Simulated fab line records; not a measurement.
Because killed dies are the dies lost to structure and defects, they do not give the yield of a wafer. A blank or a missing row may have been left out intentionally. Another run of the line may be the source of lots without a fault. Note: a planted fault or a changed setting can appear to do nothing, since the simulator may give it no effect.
Struck lot and sound lot, side by side | flow nandHarc | 17 out of 1159 route steps
Sound: wafers L872.1, L872.2, L872.4. Wafers L883.2, L883.4, L883.5 were the ones struck. The cause is named last.
Each step with rows lists, per side, the tool, then ch with its chambers, then its first start. Under that, the readings that differ: sound wafers | struck wafers | difference of the means | sigmas: that difference in standard deviations of wafers without a fault.
alike: readings whose means differ by less than 2 such deviations, and words and numbers that are the same on both sides. not compared: withheld readings, readings that some wafer has no value for, bounds like >300 that may hide the same value, and numbers for which the record gives no deviation and whose values overlap.
The two part at a step that has a row with sigmas, a row that says differs or no value, or rows on one side only. Numbers that have no deviation but don't overlap get no sigmas and don't part them. A reading missing from all wafers of one side parts the sides only when that side holds two or more wafers.

NHARC_P_GATE_CD_MEAS_59 targets a cd of 720 nm.
  sound on cdSem-02 ch 0, day 5 01:11; struck on cdSem-03 ch 0, day 8 12:50
  alike: cdNm
then, 1 step without rows for these wafers: NHARC_P_GATE_HARDBAKE_60 (time 80 s).
NHARC_P_GATE_DESCUM_61: chemistry O2, time 3 s.
  sound on rieDiel-04 ch 1,2,3, day 5 01:20; struck on rieDiel-04 ch 2,3, day 8 12:59
  alike: chamberPressureMTorr, drypumpMotorCurrentA, o2FlowSccm, oesProductAu, rfVppV, showerheadPlenumPTorr, throttleValvePct
  not compared: rfHoursCounterH
following that, these wafers have no rows for 1 step: NHARC_P_GATE_IMPLANT_62.
NHARC_P_GATE_STRIP_112: strips in N2/H2, time 200 s.
  sound on plasmaAsher-01 ch 0,1, day 5 01:43; struck on plasmaAsher-02 ch 0,1, day 8 13:22
reading                  | sound       | struck      | difference | sigmas
drypumpMotorCurrentA (A) | 6.6 6.6 6.6 | 5.9 5.6 5.6 | -0.9       | -2
  alike: heaterPowerW
  not compared: rfHoursCounterH
NHARC_P_GATE_STRIP_76: strips in O2.
  sound on plasmaAsher-01 ch 0,1, day 5 01:58; struck on plasmaAsher-02 ch 0,1, day 8 13:38
reading                  | sound       | struck      | difference | sigmas
drypumpMotorCurrentA (A) | 6.6 6.6 6.6 | 5.9 5.6 5.6 | -0.9       | -2
  alike: heaterPowerW
  not compared: rfHoursCounterH
then, 6 steps without rows for these wafers: NHARC_P_GATE_STRIP_63 (strips in SPM, time 900 s); NHARC_P_GATE_DEHYDRATE_83 (time 120 s); NHARC_P_GATE_HMDS_84 (time 30 s); NHARC_P_GATE_COAT_85; NHARC_P_GATE_SOFTBAKE_86 (time 95 s); NHARC_P_GATE_EBR_87.
NHARC_P_GATE_EXPOSE_88: exposes mask P HVN, target cd 2000 nm.
  sound on krfScanner-02 ch 0, day 5 02:37; struck on krfScanner-02 ch 0, day 8 14:24
reading | sound                   | struck                           | difference | sigmas
mask    | P_HVN#0 P_HVN#0 P_HVN#0 | P_HVN_R1#0 P_HVN_R1#0 P_HVN_R1#0 | differs    | 
then, 2 steps without rows for these wafers: NHARC_P_GATE_PEB_89 (peb time 85 s); NHARC_P_GATE_DEVELOP_90 (time 70 s).
NHARC_P_GATE_CD_MEAS_91 targets a cd of 2000 nm.
  sound on cdSem-03 ch 0, day 5 02:46; struck on cdSem-02 ch 0
reading   | sound                | struck               | difference | sigmas
cdNm (nm) | 1999.8 1999.6 1998.6 | 2066.5 2067.1 2069.1 | +68.2      | +57
  not compared: hold
NHARC_END_SORT_01:
  the record has rows for the sound wafers here (prober-01 ch 0, day 19 16:45) and none for the struck ones

## WHERE THEY PART
At NHARC_P_GATE_STRIP_112 first; at NHARC_END_SORT_01 last (within this record only).

WHY: whatever the simulator had introduced
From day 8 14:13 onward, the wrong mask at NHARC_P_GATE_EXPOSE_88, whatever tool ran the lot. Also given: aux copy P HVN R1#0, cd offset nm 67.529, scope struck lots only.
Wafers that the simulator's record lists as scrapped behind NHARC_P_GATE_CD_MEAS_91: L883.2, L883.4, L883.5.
